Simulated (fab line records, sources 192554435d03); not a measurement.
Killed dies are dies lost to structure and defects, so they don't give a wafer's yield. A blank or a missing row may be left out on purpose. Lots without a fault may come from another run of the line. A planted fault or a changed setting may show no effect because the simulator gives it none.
Chamber matching | flow n5_finfet | N5_BEOL_M1_CO_CAP_55 on cvd_co-01: 3 sister chambers
The step material Co, precursor CCTBA/H2, target thk 2 nm, time 102.1 s. 3 wafers are shown with their chamber, then 9 later ones without.

WAFERS WITH THEIR CHAMBER
wafer  | chamber | heater_power_w (W)
L086.2 | 1       | 234
L086.3 | 0       | 217
L086.5 | 2       | 237

WAFERS WITHOUT THEIR CHAMBER
wafer  | heater_power_w (W)
L089.3 | 224
L089.5 | 212
L089.6 | 233
L093.3 | 232
L093.4 | 238
L093.6 | 217
L094.1 | 235
L094.2 | 216
L094.6 | 225

WHICH CHAMBER EACH WENT THROUGH
wafer  | from the rows above          | in truth
L089.3 | can't be placed: 0 or 1 or 2 | 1
L089.5 | 0                            | 0
L089.6 | can't be placed: 1 or 2      | 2
L093.3 | can't be placed: 1 or 2      | 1
L093.4 | can't be placed: 2 or 1      | 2
L093.6 | 0                            | 0
L094.1 | can't be placed: 1 or 2      | 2
L094.2 | 0                            | 0
L094.6 | can't be placed: 0 or 1 or 2 | 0
Placed correctly: 3 of 9. Can't be placed from these rows: 6 (the true chamber is among the candidates in 6). Placed wrongly: 0.
How it was worked out, from the rows above alone: a wafer's distance from a chamber is the root of the sum, over the readings, of the square of ((its reading less the chamber's mean) divided by the reading's scatter). The wafer belongs to the nearest chamber; if the next one is less than 2 further off, it can't be placed. A chamber's mean is the mean of its shown wafers. The scatter: with one shown wafer a chamber, the root of the mean of the squares of how far each hidden wafer lies from its nearest shown one.
